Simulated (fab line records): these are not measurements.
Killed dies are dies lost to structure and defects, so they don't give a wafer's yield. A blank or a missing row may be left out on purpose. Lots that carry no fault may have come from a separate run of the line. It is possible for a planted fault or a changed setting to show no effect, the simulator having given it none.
Matching of chambers || flow nand-harc || NHARC_A_CONTACT_ETCH_110 on rie-diel-04: 4 sister chambers
The step etches the open film in CF4/O2, target depth 60 nm, overetch 6 nm, time 33 s. 24 wafers are shown with their chamber, then 12 later ones without.

## WAFERS PAIRED WITH THEIR CHAMBERS
{"wafer": "L075.1", "chamber": 0, "showerhead-plenum-p-Torr (Torr)": 1.34, "rf-vpp-V (V)": 198.7, "throttle-valve-pct (%)": 13.390}
{"wafer": "L075.2", "chamber": 2, "showerhead-plenum-p-Torr (Torr)": 1.40, "rf-vpp-V (V)": 198.0, "throttle-valve-pct (%)": 13.420}
{"wafer": "L075.3", "chamber": 3, "showerhead-plenum-p-Torr (Torr)": 1.40, "rf-vpp-V (V)": 199.3, "throttle-valve-pct (%)": 13.403}
{"wafer": "L075.4", "chamber": 1, "showerhead-plenum-p-Torr (Torr)": 1.35, "rf-vpp-V (V)": 197.1, "throttle-valve-pct (%)": 13.418}
{"wafer": "L075.5", "chamber": 3, "showerhead-plenum-p-Torr (Torr)": 1.40, "rf-vpp-V (V)": 199.1, "throttle-valve-pct (%)": 13.383}
{"wafer": "L075.6", "chamber": 2, "showerhead-plenum-p-Torr (Torr)": 1.40, "rf-vpp-V (V)": 198.6, "throttle-valve-pct (%)": 13.403}
{"wafer": "L085.3", "chamber": 0, "showerhead-plenum-p-Torr (Torr)": 1.34, "rf-vpp-V (V)": 197.4, "throttle-valve-pct (%)": 13.393}
{"wafer": "L085.4", "chamber": 1, "showerhead-plenum-p-Torr (Torr)": 1.34, "rf-vpp-V (V)": 197.2, "throttle-valve-pct (%)": 13.399}
{"wafer": "L085.5", "chamber": 0, "showerhead-plenum-p-Torr (Torr)": 1.34, "rf-vpp-V (V)": 196.9, "throttle-valve-pct (%)": 13.388}
{"wafer": "L086.1", "chamber": 1, "showerhead-plenum-p-Torr (Torr)": 1.34, "rf-vpp-V (V)": 198.3, "throttle-valve-pct (%)": 13.396}
{"wafer": "L086.5", "chamber": 1, "showerhead-plenum-p-Torr (Torr)": 1.34, "rf-vpp-V (V)": 197.4, "throttle-valve-pct (%)": 13.399}
{"wafer": "L086.6", "chamber": 0, "showerhead-plenum-p-Torr (Torr)": 1.33, "rf-vpp-V (V)": 198.7, "throttle-valve-pct (%)": 13.385}
{"wafer": "L088.1", "chamber": 0, "showerhead-plenum-p-Torr (Torr)": 1.33, "rf-vpp-V (V)": 197.7, "throttle-valve-pct (%)": 13.398}
{"wafer": "L088.4", "chamber": 1, "showerhead-plenum-p-Torr (Torr)": 1.34, "rf-vpp-V (V)": 197.3, "throttle-valve-pct (%)": 13.390}
{"wafer": "L088.6", "chamber": 3, "showerhead-plenum-p-Torr (Torr)": 1.40, "rf-vpp-V (V)": 199.2, "throttle-valve-pct (%)": 13.387}
{"wafer": "L089.2", "chamber": 1, "showerhead-plenum-p-Torr (Torr)": 1.34, "rf-vpp-V (V)": 197.8, "throttle-valve-pct (%)": 13.394}
{"wafer": "L089.3", "chamber": 3, "showerhead-plenum-p-Torr (Torr)": 1.40, "rf-vpp-V (V)": 198.5, "throttle-valve-pct (%)": 13.380}
{"wafer": "L089.6", "chamber": 0, "showerhead-plenum-p-Torr (Torr)": 1.33, "rf-vpp-V (V)": 198.2, "throttle-valve-pct (%)": 13.393}
{"wafer": "L090.1", "chamber": 3, "showerhead-plenum-p-Torr (Torr)": 1.40, "rf-vpp-V (V)": 200.0, "throttle-valve-pct (%)": 13.385}
{"wafer": "L090.3", "chamber": 1, "showerhead-plenum-p-Torr (Torr)": 1.34, "rf-vpp-V (V)": 198.0, "throttle-valve-pct (%)": 13.408}
{"wafer": "L090.6", "chamber": 2, "showerhead-plenum-p-Torr (Torr)": 1.40, "rf-vpp-V (V)": 197.8, "throttle-valve-pct (%)": 13.378}
{"wafer": "L092.3", "chamber": 2, "showerhead-plenum-p-Torr (Torr)": 1.40, "rf-vpp-V (V)": 199.9, "throttle-valve-pct (%)": 13.402}
{"wafer": "L092.4", "chamber": 1, "showerhead-plenum-p-Torr (Torr)": 1.34, "rf-vpp-V (V)": 197.3, "throttle-valve-pct (%)": 13.393}
{"wafer": "L092.6", "chamber": 2, "showerhead-plenum-p-Torr (Torr)": 1.40, "rf-vpp-V (V)": 198.3, "throttle-valve-pct (%)": 13.393}

SIGNATURES (averages over the wafers above)
{"reading": "showerhead-plenum-p-Torr", "chamber 0": 1.3350, "chamber 1": 1.3413, "chamber 2": 1.4000, "chamber 3": 1.4000, "scatter within a chamber": 0.00345}
{"reading": "rf-vpp-V", "chamber 0": 197.933, "chamber 1": 197.550, "chamber 2": 198.520, "chamber 3": 199.220, "scatter within a chamber": 0.626}
{"reading": "throttle-valve-pct", "chamber 0": 13.39117, "chamber 1": 13.39963, "chamber 2": 13.39920, "chamber 3": 13.38760, "scatter within a chamber": 0.0099}
Rule: for each reading, subtract the chamber's mean from the wafer's reading, divide by that reading's scatter and square the result; add these up over the readings and take the root, which gives the wafer's distance from the chamber. If the next closest chamber is less than 2 further off than the closest, the wafer can't be placed; otherwise it belongs to the closest. The scatter: take each reading less its chamber's mean, square it, sum over the shown wafers, divide by the number of wafers less the number of chambers, and take the root.

## WAFERS MISSING THEIR CHAMBER
{"wafer": "L093.2", "showerhead-plenum-p-Torr (Torr)": 1.33, "rf-vpp-V (V)": 198.0, "throttle-valve-pct (%)": 13.413}
{"wafer": "L093.4", "showerhead-plenum-p-Torr (Torr)": 1.34, "rf-vpp-V (V)": 196.8, "throttle-valve-pct (%)": 13.396}
{"wafer": "L093.5", "showerhead-plenum-p-Torr (Torr)": 1.40, "rf-vpp-V (V)": 197.4, "throttle-valve-pct (%)": 13.386}
{"wafer": "L097.1", "showerhead-plenum-p-Torr (Torr)": 1.40, "rf-vpp-V (V)": 197.5, "throttle-valve-pct (%)": 13.391}
{"wafer": "L097.2", "showerhead-plenum-p-Torr (Torr)": 1.39, "rf-vpp-V (V)": 197.6, "throttle-valve-pct (%)": 13.409}
{"wafer": "L097.5", "showerhead-plenum-p-Torr (Torr)": 1.34, "rf-vpp-V (V)": 197.7, "throttle-valve-pct (%)": 13.383}
{"wafer": "L096.1", "showerhead-plenum-p-Torr (Torr)": 1.39, "rf-vpp-V (V)": 199.8, "throttle-valve-pct (%)": 13.401}
{"wafer": "L096.3", "showerhead-plenum-p-Torr (Torr)": 1.34, "rf-vpp-V (V)": 197.4, "throttle-valve-pct (%)": 13.388}
{"wafer": "L096.6", "showerhead-plenum-p-Torr (Torr)": 1.39, "rf-vpp-V (V)": 198.5, "throttle-valve-pct (%)": 13.389}
{"wafer": "L095.3", "showerhead-plenum-p-Torr (Torr)": 1.39, "rf-vpp-V (V)": 199.3, "throttle-valve-pct (%)": 13.406}
{"wafer": "L095.4", "showerhead-plenum-p-Torr (Torr)": 1.33, "rf-vpp-V (V)": 196.8, "throttle-valve-pct (%)": 13.378}
{"wafer": "L095.6", "showerhead-plenum-p-Torr (Torr)": 1.33, "rf-vpp-V (V)": 198.5, "throttle-valve-pct (%)": 13.395}

## WHICH CHAMBER EACH ONE RAN IN
{"wafer": "L093.2", "from the rows above": "can't be placed: 0 or 1", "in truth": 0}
{"wafer": "L093.4", "from the rows above": "can't be placed: 1 or 0", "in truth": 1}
{"wafer": "L093.5", "from the rows above": "can't be placed: 2 or 3", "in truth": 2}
{"wafer": "L097.1", "from the rows above": "can't be placed: 2 or 3", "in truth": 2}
{"wafer": "L097.2", "from the rows above": "can't be placed: 2 or 3", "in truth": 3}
{"wafer": "L097.5", "from the rows above": "can't be placed: 0 or 1", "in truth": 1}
{"wafer": "L096.1", "from the rows above": "can't be placed: 3 or 2", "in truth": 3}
{"wafer": "L096.3", "from the rows above": "can't be placed: 1 or 0", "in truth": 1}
{"wafer": "L096.6", "from the rows above": "can't be placed: 2 or 3", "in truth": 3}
{"wafer": "L095.3", "from the rows above": "can't be placed: 2 or 3", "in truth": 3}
{"wafer": "L095.4", "from the rows above": "can't be placed: 0 or 1", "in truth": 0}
{"wafer": "L095.6", "from the rows above": "can't be placed: 0 or 1", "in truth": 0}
Correctly placed: 0 of 12. Cannot be placed on the basis of these rows: 12; the candidates contain the true chamber in 12. Number placed wrongly: 0.
